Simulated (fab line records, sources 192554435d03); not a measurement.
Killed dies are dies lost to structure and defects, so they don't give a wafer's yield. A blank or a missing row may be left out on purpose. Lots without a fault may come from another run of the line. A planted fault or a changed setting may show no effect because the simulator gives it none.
fab line records | flow n5_finfet
record lots=6 wafers=18 last_day=19
route steps=1938 shown BEOL_M10@1476 PASSIVATION@1936
lots that met no fault: from a run of the same line without faults
start_h: hours from the record's first day to the start of the lot's first wafer shown | wait_h: hours since the lot's step before | " the same as in the row above | L1.1+2: a row that stands for several wafers | - no value, or no start given | * or withheld: withheld | < > ~ a bound
route shown NAME@n: a module of which the file shows steps, and the number in the route of the first | usual: mean/standard deviation of fault-free wafers | same: alike in all rows | chamber/n: place in a boat | sites: the reading at each site | _std_site: their standard deviation | _edge_site: outer sites' mean less inner sites' | radius_mm: how far each site lies from the wafer's centre | mask NAME#n: copy n | behind: the tool/chamber that last shaped the wafer | hold: why the lot was held/for how many hours/how that ended | device: the transistor (n, p or np) that didn't switch | end of line: the same wafers' tests at the end of the route | a step without rows: its recipe alone | killed: dies lost to structure and defects at the first sort, not the wafer's yield | map: a wafer's dies, x killed, . not, _ none there
set.NAME: the setting as run; set.NAME@STEP: as run at that earlier step | model.NAME: the simulator's own value behind a step, which no gauge read
lots at some steps of the route; a table a step, a row a wafer
services: from which hour (start_h, from the record's first day; less than 0 if before it) a tool's chamber was out of use, for how many hours, and why
## steps
# step N5_BEOL_M10_COAT_60
# recipe resist=SiARC temp_c=220 time_s=60 spin_rpm=1500 resist_thk_nm=30
# step N5_BEOL_M10_COAT_05
# recipe resist=CAR-ArF spin_rpm=1500 resist_thk_nm=90
# step N5_BEOL_M10_EBR_07
# recipe solvent=PGMEA ebr_width_mm=1.5
# step N5_BEOL_M10_SOFTBAKE_06
# recipe temp_c=110 time_s=60 resist=CAR-ArF
# step N5_BEOL_M10_EXPOSE_08
# recipe mask_id=M10 na=1.35 source_shape=dipole sigma_inner=0.411 sigma_outer=0.611 polarization=te dose_mj=53.75
# step N5_BEOL_M10_PEB_09
# recipe peb_temp_c=withheld peb_time_s=60 resist=CAR-ArF
# step N5_BEOL_M10_DEVELOP_10
# recipe develop_time_s=30 developer=TMAH resist=CAR-ArF rinse_liquid=diw dry=air_spin dev_temp_c=23
# step N5_BEOL_M10_CD_MEAS_11
# recipe target_cd_nm=64.1 landing_energy_ev=500 detector=se_inlens polarity=opening
# usual cd_nm=64.2/0.44
# columns lot.wafer tool chamber start_h wait_h cd_nm
L844.2 cd_sem-01 0 276.42 - 63.8
L844.4 " 0 " " 63.8
L844.6 " 0 " " 64.3
L846.1 cd_sem-02 0 300.10 - 65.1
L846.4 " 0 " " 64.3
L846.6 " 0 " " 64.3
L847.1 cd_sem-02 0 351.11 - 63.7
L847.2 " 0 " " 64.0
L847.6 " 0 " " 64.5
L852.3 cd_sem-01 0 355.08 - 64.2
L852.5 " 0 " " 64.1
L852.6 " 0 " " 64.0
L858.4 cd_sem-01 0 390.59 - 64.0
L858.5 " 0 " " 64.8
L858.6 " 0 " " 64.4
L861.3 cd_sem-03 0 399.60 - 64.1
L861.4 " 0 " " 64.5
L861.6 " 0 " " 64.8
# step N5_BEOL_M10_OVL_MEAS_12
# recipe points_per_wafer=44
# usual M10_OVL=0.0/0.68
# columns lot.wafer tool chamber start_h wait_h M10_OVL[nm]
L844.2 overlay-01 0 276.45 0.0 -0.6
L844.4 " 0 " " -0.4
L844.6 " 0 " " -1.1
L846.1 overlay-02 0 300.13 0.0 0.8
L846.4 " 0 " " -1.0
L846.6 " 0 " " -1.5
L847.1 overlay-02 0 351.14 0.0 -0.6
L847.2 " 0 " " -0.3
L847.6 " 0 " " -0.4
L852.3 overlay-01 0 355.11 0.0 0.1
L852.5 " 0 " " 0.0
L852.6 " 0 " " 0.0
L858.4 overlay-02 0 390.62 0.0 -0.7
L858.5 " 0 " " 0.3
L858.6 " 0 " " 0.1
L861.3 overlay-01 0 399.62 0.0 0.3
L861.4 " 0 " " -0.7
L861.6 " 0 " " -0.4
# step N5_BEOL_M10_INSPECT_13
# recipe mode=adi inspect_instrument=brightfield
# usual raw_defect_count=413/96
# columns lot.wafer tool chamber start_h wait_h raw_defect_count
L844.2 defect_inspect-02 - 276.47 0.0 614
L844.4 " - " " 554
L844.6 " - " " 437
L846.1 defect_inspect-02 - 300.15 0.0 415
L846.4 " - " " 448
L846.6 " - " " 341
L847.1 defect_inspect-02 - 351.16 0.0 349
L847.2 " - " " 345
L847.6 " - " " 439
L852.3 defect_inspect-02 - 355.13 0.0 273
L852.5 " - " " 370
L852.6 " - " " 240
L858.4 defect_inspect-01 - 390.64 0.0 356
L858.5 " - " " 404
L858.6 " - " " 359
L861.3 defect_inspect-02 - 399.65 0.0 336
L861.4 " - " " 632
L861.6 " - " " 436
# step N5_BEOL_M10_DESCUM_16
# recipe chemistry=O2 time_s=7.9 source_power_w=50 bias_power_w=20 pressure_mtorr=20 rf_frequency_hz=2.712e+07 temp_c=40 resist=CAR-ArF o2_flow_sccm=225
# usual drypump_motor_current_A=5.8/0.51 o2_flow_sccm=224.9/0.65 oes_product_au=0.79/0.074 rf_vpp_V=243.0/1.2 showerhead_plenum_p_Torr=2.09/0.051 temp_c=39.99/0.11 throttle_valve_pct=20.48/0.24
# columns lot.wafer tool chamber start_h wait_h drypump_motor_current_A o2_flow_sccm oes_product_au rf_hours_counter_h rf_vpp_V showerhead_plenum_p_Torr temp_c throttle_valve_pct
L844.2 rie_diel-01 1 276.54 0.1 5.7 225.1 0.73 206 242.4 2.09 40.01 20.73
L844.4 " 3 " " 5.2 224.7 0.74 165 242.1 2.08 40.02 20.76
L844.6 " 2 " " 5.0 225.3 0.94 - 244.4 2.14 39.75 20.09
L846.1 rie_diel-04 0 300.19 0.0 6.2 224.1 0.85 34 243.1 2.13 39.89 20.23
L846.4 " 2 " " 5.5 225.8 0.67 222 243.0 2.07 39.91 20.75
L846.6 " 3 " " 5.5 224.9 0.85 - 242.9 2.12 39.90 20.31
L847.1 rie_diel-01 1 351.22 0.1 5.7 224.7 0.71 229 242.6 2.08 40.08 20.77
L847.2 " 3 " " 5.2 225.7 0.71 190 242.5 2.08 40.02 20.81
L847.6 " 0 " " 6.5 224.6 0.80 - 242.5 2.02 39.84 20.41
L852.3 rie_diel-04 0 355.22 0.1 6.2 224.1 0.84 49 243.2 2.13 40.13 20.26
L852.5 " 2 " " 5.5 225.3 0.67 - 243.4 2.06 40.04 20.77
L852.6 " 1 " " 6.2 224.4 0.86 - 240.9 2.03 39.78 20.23
L858.4 rie_diel-04 3 390.68 0.0 5.5 224.8 0.82 89 242.8 2.11 39.79 20.34
L858.5 " 3 " " 5.5 224.5 0.82 - 242.2 2.11 39.91 20.35
L858.6 " 0 " " 6.2 224.5 0.82 - 243.3 2.12 39.93 20.29
L861.3 rie_diel-05 3 399.68 0.0 6.0 224.6 0.74 167 241.4 2.00 40.18 20.71
L861.4 " 1 " " 6.6 225.1 0.72 212 242.9 2.07 39.97 20.39
L861.6 " 1 " " 6.6 224.7 0.71 - 243.6 2.07 40.17 20.38
# step N5_BEOL_M10_ETCH_61
# recipe chemistry=CF4 target=SiARC target_depth_a=390 mask_material=CAR-ArF time_s=65 ion_energy_ev=80 pressure_mtorr=40 source_w=545 bias_w=36 Ar_flow_sccm=100 cf4_flow_sccm=100 ends=cleared
# usual drypump_motor_current_A=5.8/0.51 etch_rf_on_time_s=65.2/0.8 oes_product_au=0.67/0.06 rf_vpp_V=184.0/1.1 showerhead_plenum_p_Torr=2.14/0.05 throttle_valve_pct=15.66/0.24
# columns lot.wafer tool chamber start_h wait_h drypump_motor_current_A etch_rf_on_time_s oes_product_au rf_hours_counter_h rf_vpp_V showerhead_plenum_p_Torr throttle_valve_pct
L844.2 rie_diel-01 1 276.58 0.0 5.6 64.8 0.63 206 182.1 2.12 15.86
L844.4 " 3 " " 5.2 64.7 0.63 165 182.9 2.13 15.92
L844.6 " 2 " " 5.0 65.0 0.79 - 184.2 2.19 15.21
L846.1 rie_diel-04 0 300.22 0.0 6.2 64.9 0.74 34 184.5 2.18 15.39
L846.4 " 2 " " 5.6 65.8 0.58 222 183.8 2.12 16.00
L846.6 " 3 " " 5.5 64.9 0.73 - 184.8 2.18 15.53
L847.1 rie_diel-01 1 351.25 0.0 5.6 65.6 0.60 229 183.0 2.12 15.92
L847.2 " 3 " " 5.2 64.3 0.61 190 181.8 2.12 15.99
L847.6 " 0 " " 6.5 65.3 0.67 - 182.9 2.07 15.61
L852.3 rie_diel-04 0 355.25 0.0 6.2 65.0 0.72 49 184.3 2.17 15.42
L852.5 " 2 " " 5.5 66.5 0.57 - 184.0 2.12 16.02
L852.6 " 1 " " 6.2 64.9 0.74 - 184.3 2.09 15.42
L858.4 rie_diel-04 3 390.72 0.0 5.5 65.7 0.70 89 184.4 2.17 15.59
L858.5 " 3 " " 5.5 65.2 0.70 - 183.1 2.17 15.60
L858.6 " 0 " " 6.2 66.0 0.70 - 184.4 2.17 15.45
L861.3 rie_diel-05 3 399.72 0.0 6.0 65.2 0.64 167 182.7 2.05 15.92
L861.4 " 1 " " 6.6 65.8 0.62 212 183.9 2.12 15.61
L861.6 " 1 " " 6.6 65.8 0.61 - 184.2 2.12 15.62
# step N5_BEOL_M10_ETCH_62
# recipe chemistry=N2/H2 target=SOC target_depth_a=1100 overetch_a=220 mask_material=SiARC temp_c=40 time_s=165 ion_energy_ev=200 pressure_mtorr=30 source_w=840 bias_w=150 n2_flow_sccm=200 h2_flow_sccm=200
# usual drypump_motor_current_A=5.9/0.51 oes_product_au=0.67/0.058 rf_vpp_V=523.8/1.8 showerhead_plenum_p_Torr=2.54/0.063 temp_c=40.00/0.11 throttle_valve_pct=17.89/0.26
# columns lot.wafer tool chamber start_h wait_h drypump_motor_current_A oes_product_au rf_hours_counter_h rf_vpp_V showerhead_plenum_p_Torr temp_c throttle_valve_pct model.SiARC_of_BEOL_M10_COAT_60.thk_nm model.BEOL_M10.cd_offset_nm
L844.2 rie_diel-01 1 276.63 0.0 5.6 0.62 206 524.1 2.52 40.08 18.14 23.6 -1
L844.4 " 3 " " 5.2 0.62 165 526.1 2.55 39.79 18.20 23.6 -0.6
L844.6 " 2 " " 5.0 0.78 - 526.2 2.59 39.97 17.36 23.4 -0.2
L846.1 rie_diel-04 0 300.27 0.0 6.2 0.73 34 524.6 2.59 40.29 17.61 23.6 0.8
L846.4 " 2 " " 5.5 0.59 222 524.4 2.51 39.96 18.21 23.8 -0.2
L846.6 " 3 " " 5.5 0.72 - 524.0 2.59 40.12 17.80 23.6 0.2
L847.1 rie_diel-01 1 351.30 0.0 5.6 0.60 230 522.8 2.51 39.99 18.18 23.6 -0.2
L847.2 " 3 " " 5.2 0.61 190 522.9 2.54 40.14 18.23 23.6 0
L847.6 " 0 " " 6.5 0.67 - 520.2 2.46 39.91 17.85 23.6 0.2
L852.3 rie_diel-04 0 355.30 0.0 6.2 0.71 49 523.7 2.59 40.10 17.62 23.4 0
L852.5 " 2 " " 5.5 0.57 - 523.0 2.50 39.99 18.23 20.4 1.4
L852.6 " 1 " " 6.2 0.73 - 523.9 2.48 39.86 17.62 20.2 1.8
L858.4 rie_diel-04 3 390.77 0.0 5.6 0.70 89 524.4 2.57 39.99 17.87 23.6 0
L858.5 " 3 " " 5.5 0.70 - 522.8 2.57 40.08 17.88 20.2 2.2
L858.6 " 0 " " 6.2 0.70 - 523.2 2.58 40.05 17.65 20.2 1.4
L861.3 rie_diel-05 3 399.77 0.0 6.0 0.64 168 520.0 2.42 39.95 18.04 23.6 0.2
L861.4 " 1 " " 6.6 0.61 212 523.5 2.52 39.84 17.90 23.6 0.4
L861.6 " 1 " " 6.7 0.61 - 522.8 2.52 39.93 17.91 23.8 0.4
# step N5_BEOL_M10_STRIP_68
# recipe chemistry=N2/H2 temp_c=40 n2_flow_sccm=200 h2_flow_sccm=200 rf_frequency_hz=6e+07
# step N5_BEOL_M10_STRIP_67
# recipe chemistry=CF4 resist=SiARC power_w=300 bias_power_w=75 pressure_mtorr=50 cf4_flow_sccm=150 rf_frequency_hz=6e+07
# usual drypump_motor_current_A=5.8/0.5 oes_product_au=0.79/0.068 power_w=299.8/0.9 rf_vpp_V=271.0/1.1 showerhead_plenum_p_Torr=1.79/0.042 throttle_valve_pct=13.62/0.25
# columns lot.wafer tool chamber start_h wait_h drypump_motor_current_A oes_product_au power_w rf_hours_counter_h rf_vpp_V showerhead_plenum_p_Torr throttle_valve_pct
L844.2 rie_diel-01 1 276.77 0.0 5.6 0.73 298.1 206 271.1 1.78 13.86
L844.4 " 3 " " 5.2 0.74 298.4 165 271.5 1.79 13.90
L844.6 " 2 " " 5.0 0.92 299.2 - 272.0 1.83 13.17
L846.1 rie_diel-04 0 300.42 0.0 6.2 0.86 299.7 34 272.4 1.83 13.33
L846.4 " 2 " " 5.5 0.69 300.7 222 270.6 1.77 13.97
L846.6 " 3 " " 5.5 0.85 298.1 - 270.7 1.83 13.49
L847.1 rie_diel-01 1 351.45 0.0 5.6 0.72 299.2 230 270.4 1.77 13.92
L847.2 " 3 " " 5.2 0.71 299.5 190 271.4 1.78 13.94
L847.6 " 0 " " 6.5 0.79 300.0 - 269.4 1.73 13.54
L852.3 rie_diel-04 0 355.45 0.0 6.2 0.85 300.8 49 272.4 1.82 13.35
L852.5 " 2 " " 5.6 0.67 299.0 - 271.7 1.77 13.99
L852.6 " 1 " " 6.2 0.85 300.8 - 271.2 1.75 13.39
L858.4 rie_diel-04 3 390.92 0.0 5.5 0.82 300.4 89 271.7 1.82 13.56
L858.5 " 3 " " 5.5 0.80 301.1 - 271.7 1.82 13.56
L858.6 " 0 " " 6.2 0.81 300.0 - 271.4 1.82 13.41
L861.3 rie_diel-05 3 399.91 0.0 5.9 0.75 300.3 168 270.4 1.72 13.88
L861.4 " 1 " " 6.6 0.72 299.3 212 270.9 1.78 13.63
L861.6 " 1 " " 6.6 0.72 299.5 - 269.2 1.78 13.62
# step N5_BEOL_M10_HM_OPEN_17
# recipe chemistry=Cl2/BCl3 target_depth_a=200 overetch_a=60 target=TiN mask_material=SOC ion_energy_ev=150 pressure_mtorr=10 icp_w=1000 bias_w=126 Cl2_flow_sccm=53.25 bcl3_flow_sccm=21.75 Ar_flow_sccm=25
# usual drypump_motor_current_A=5.94/0.13 oes_ar_750_au=0.82/0.068 oes_product_au=0.70/0.06 throttle_valve_pct=22.02/0.26
# columns lot.wafer tool chamber start_h wait_h drypump_motor_current_A oes_ar_750_au oes_product_au rf_hours_counter_h throttle_valve_pct model.BEOL_M10.cd_offset_nm
L844.2 rie_metal-03 1 276.84 0.1 5.96 0.87 0.75 - 21.85 -1
L844.4 " 1 " " 5.96 0.86 0.74 - 21.84 -0.6
L844.6 " 1 " " 5.96 0.86 0.75 - 21.87 0
L846.1 rie_metal-03 0 300.46 0.0 5.83 0.90 0.76 12 22.35 0.8
L846.4 " 1 " " 5.92 0.85 0.72 - 21.87 -0.2
L846.6 " 1 " " 5.94 0.84 0.74 - 21.86 0.2
L847.1 rie_metal-02 1 351.49 0.0 5.81 0.75 0.64 52 21.88 0
L847.2 " 0 " " 6.10 0.77 0.66 58 22.39 0.2
L847.6 " 1 " " 5.82 0.75 0.64 - 21.83 0.2
L852.3 rie_metal-01 0 355.52 0.1 6.04 0.94 0.83 - 21.72 0
L852.5 " 0 " " 6.05 0.94 0.81 - 21.72 1.4
L852.6 " 1 " " 5.89 0.82 0.69 - 21.82 1.8
L858.4 rie_metal-02 1 390.99 0.1 5.77 0.74 0.62 - 21.89 0
L858.5 " 0 " " 6.14 0.76 0.64 - 22.42 2.4
L858.6 " 1 " " 5.75 0.74 0.63 - 21.87 1.4
L861.3 rie_metal-03 0 399.98 0.1 5.82 0.86 0.73 - 22.36 0
L861.4 " 1 " " 5.94 0.81 0.71 - 21.87 0.2
L861.6 " 0 " " 5.80 0.86 0.73 - 22.34 0.4
# step N5_BEOL_M10_STRIP_19
# recipe chemistry=O2 power_w=400 temp_c=40 pressure_mtorr=30 rf_frequency_hz=6e+07 bias_power_w=0 overash_fraction=0.2 o2_flow_sccm=225
# usual drypump_motor_current_A=5.8/0.52 o2_flow_sccm=224.9/0.68 oes_product_au=0.79/0.076 rf_vpp_V=3.7/0.53 showerhead_plenum_p_Torr=2.09/0.049 temp_c=39.98/0.12 throttle_valve_pct=16.72/0.26
# columns lot.wafer tool chamber start_h wait_h drypump_motor_current_A o2_flow_sccm oes_product_au rf_hours_counter_h rf_vpp_V showerhead_plenum_p_Torr temp_c throttle_valve_pct
L844.2 rie_diel-04 1 277.03 0.2 6.2 224.6 0.91 21 3.9 2.04 39.99 16.42
L844.4 " 0 " " 6.2 224.3 0.88 25 3.6 2.14 39.94 16.43
L844.6 " 2 " " 5.5 225.0 0.69 - 3.4 2.07 39.90 17.00
L846.1 rie_diel-01 2 300.58 0.1 5.0 224.7 0.91 28 3.2 2.14 39.91 16.30
L846.4 " 1 " " 5.6 225.7 0.73 214 3.8 2.09 40.24 16.99
L846.6 " 0 " " 6.5 225.2 0.81 - 3.1 2.03 39.97 16.64
L847.1 rie_diel-04 2 351.64 0.1 5.5 225.1 0.67 235 3.0 2.06 39.83 17.04
L847.2 " 1 " " 6.2 224.5 0.87 45 3.3 2.04 39.86 16.47
L847.6 " 0 " " 6.2 224.6 0.84 - 4.1 2.13 40.09 16.49
L852.3 rie_diel-01 2 355.60 0.1 5.0 224.6 0.88 45 3.2 2.14 39.96 16.34
L852.5 " 1 " " 5.7 225.8 0.71 - 4.3 2.08 39.98 17.04
L852.6 " 2 " " 5.0 224.6 0.88 - 3.1 2.14 39.91 16.34
L858.4 rie_diel-04 1 391.07 0.1 6.2 225.6 0.84 57 3.5 2.03 39.94 16.46
L858.5 " 0 " " 6.2 224.0 0.83 - 2.9 2.13 40.09 16.51
L858.6 " 1 " " 6.2 224.4 0.85 - 3.5 2.03 39.84 16.50
L861.3 rie_diel-04 0 400.06 0.1 6.2 224.8 0.82 63 5.5 2.12 40.01 16.50
L861.4 " 3 " " 5.5 224.6 0.82 92 3.3 2.11 39.95 16.60
L861.6 " 0 " " 6.2 224.5 0.81 - 3.6 2.13 39.87 16.52
# step N5_BEOL_M10_CD_MEAS_18
# recipe pitch_nm=140 target_cd_nm=70
# usual cd_nm=70.1/0.49
# columns lot.wafer tool chamber start_h wait_h cd_nm
L844.2 cd_sem-02 - 277.10 0.1 68.9
L844.4 " - " " 69.0
L844.6 " - " " 69.6
L846.1 cd_sem-02 - 300.65 0.0 70.6
L846.4 " - " " 69.7
L846.6 " - " " 69.8
L847.1 cd_sem-02 - 351.71 0.0 69.9
L847.2 " - " " 70.3
L847.6 " - " " 70.2
L852.3 cd_sem-01 - 355.68 0.1 69.9
L852.5 " - " " 71.3
L852.6 " - " " 71.9
L858.4 cd_sem-02 - 391.14 0.1 69.9
L858.5 " - " " 72.1
L858.6 " - " " 71.6
L861.3 cd_sem-02 - 400.14 0.1 70.1
L861.4 " - " " 70.1
L861.6 " - " " 70.2
# step N5_BEOL_M10_COAT_63
# recipe resist=SOC temp_c=250 time_s=60 spin_rpm=1500 resist_thk_nm=100
# step N5_PASSIVATION_PROBE_49
# usual defect_limited_yield=91.6/1.6 killed_at_M0_to_M3=32/9.7 killed_at_M4_up=13/4.4 killed_at_contacts=12/6.5 killed_at_front_end=38/12 killed_at_other=3.7/3 killed_dies=99/18 killed_open=66/14 killed_short=32/7.5 sort_bin_5_function=4.9/1 sort_bin_6_memory=3.2/0.73 sort_n_pass=1081/18 sort_yield_pct=91.6/1.6
# same gross_dies=1180 killed_at_back_side=0 sort_bin_4_leakage[%]=0 sort_bin_8_speed[%]=0
# columns lot.wafer tool chamber start_h wait_h defect_limited_yield[%] killed_at_M0_to_M3 killed_at_M4_up killed_at_contacts killed_at_front_end killed_at_other killed_dies killed_open killed_short sort_bin_5_function[%] sort_bin_6_memory[%] sort_n_pass sort_yield_pct[%]
L846.1 prober-02 - 353.67 0.0 94.8 13 14 3 26 5 61 39 21 3.0 1.9 1119 94.8
L846.4 prober-02 - 353.82 0.2 92.9 29 9 4 36 6 84 55 29 3.8 3.1 1096 92.9
L846.6 prober-02 - 353.92 0.3 93.0 36 10 6 29 2 83 52 31 4.2 2.5 1097 93.0
L861.3 prober-02 - 454.19 0.1 89.9 27 14 8 65 5 119 89 30 6.3 3.5 1061 89.9
L861.4 prober-02 - 454.24 0.2 89.2 21 18 13 72 3 127 94 33 6.0 4.4 1053 89.2
L861.6 prober-02 - 454.34 0.3 88.5 56 11 8 56 5 136 84 51 6.9 4.5 1044 88.5
# killed by level:class
L846.1 BEOL_M3:geometric_particle:open=7 GATE_CUT:geometric_particle:open=6 FIN_SAQP:geometric_particle:open=3 GATE_CUT:geometric_particle:short=3 MIM_TOP_ETCH:geometric_particle:short=3 MOL_CONTACT_COAG:geometric_particle:open=3 BEOL_M4:geometric_particle:open=3 BEOL_M5:geometric_particle:short=3
L846.4 STI_FIN_REVEAL:geometric_particle:open=18 BEOL_M0_SAQP:geometric_particle:short=11 BEOL_M2:geometric_particle:open=7 STARTING-WAFER:geometric_particle:short=5 BEOL_M0_SAQP:geometric_particle:open=4 STI_FIN_REVEAL:geometric_particle:short=3 DUMMY_GATE:geometric_particle:open=3 MOL_CONTACT_COAG:geometric_particle:open=3
L846.6 BEOL_M3:geometric_particle:open=11 BEOL_M0_SAQP:geometric_particle:short=7 STI_FIN_REVEAL:geometric_particle:open=5 BEOL_M2:geometric_particle:open=5 MOL_CONTACT_COAG:geometric_particle:open=5 BEOL_M4:geometric_particle:open=5 ILD0:geometric_particle:short=4 BEOL_M0_SAQP:geometric_particle:open=4
L861.3 STI_FIN_REVEAL:geometric_particle:open=25 FIN_SAQP:geometric_particle:open=11 MOL_CONTACT_COAG:geometric_particle:open=8 BEOL_M0_SAQP:geometric_particle:short=8 BEOL_M3:geometric_particle:open=6 DUMMY_GATE:geometric_particle:open=6 BEOL_M4:geometric_particle:open=6 FIN_SAQP:geometric_particle:short=5
L861.4 STI_FIN_REVEAL:geometric_particle:open=32 MOL_CONTACT_COAG:geometric_particle:open=13 BEOL_M4:geometric_particle:open=11 STI_FIN_REVEAL:geometric_particle:short=8 DUMMY_GATE:geometric_particle:open=7 FIN_SAQP:geometric_particle:open=5 GATE_CUT:geometric_particle:short=5 BEOL_M0_SAQP:geometric_particle:open=5
L861.6 BEOL_M0_SAQP:geometric_particle:short=18 BEOL_M0_SAQP:geometric_particle:open=15 STI_FIN_REVEAL:geometric_particle:open=9 BEOL_M2:geometric_particle:open=8 BEOL_M3:geometric_particle:open=8 FIN_SAQP:geometric_particle:open=7 FIN_SAQP:geometric_particle:short=7 DUMMY_GATE:geometric_particle:open=6
## services
# columns tool chamber start_h hours kind
rie_metal-01 0 283.97 2.3 repair
rie_diel-04 2 287.32 7.5 repair
rie_diel-04 2 308.08 5.8 repair
rie_metal-01 0 308.48 - clean
rie_metal-01 0 308.48 14.4 scheduled_down
rie_metal-01 0 308.48 14.4 vent_cycle
rie_diel-05 2 313.06 5.9 repair
rie_diel-04 2 326.28 1.8 repair
rie_diel-05 2 352.26 - clean
rie_diel-05 2 352.26 - consumable_replace:focus_ring
rie_diel-05 2 352.26 21.1 scheduled_down
rie_diel-05 2 352.26 21.1 vent_cycle
## key
first_sign step=N5_BEOL_M10_CD_MEAS_18 reading=cd_nm direction=up sigmas=3.3 usual=70.1 struck=71.7
effect none on later readings
model_effect step=N5_BEOL_M10_ETCH_62 value=SiARC_of_BEOL_M10_COAT_60.thk_nm without=23.6 struck=20.25
model_effect step=N5_BEOL_M10_HM_OPEN_17 value=BEOL_M10.cd_offset_nm without=0.2 struck=1.75
met_at N5_BEOL_M10_ETCH_62
struck_wafers L852.5,L852.6,L858.5,L858.6
onset_between 300.27 355.30
fault kind=process_parameter_drift tool=rie_diel-04 chamber=- onset_h=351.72 steps=N5_BEOL_M10_ETCH_62 channel=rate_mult offset=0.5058 shape=step end_h=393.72 scope=struck_wafers_only
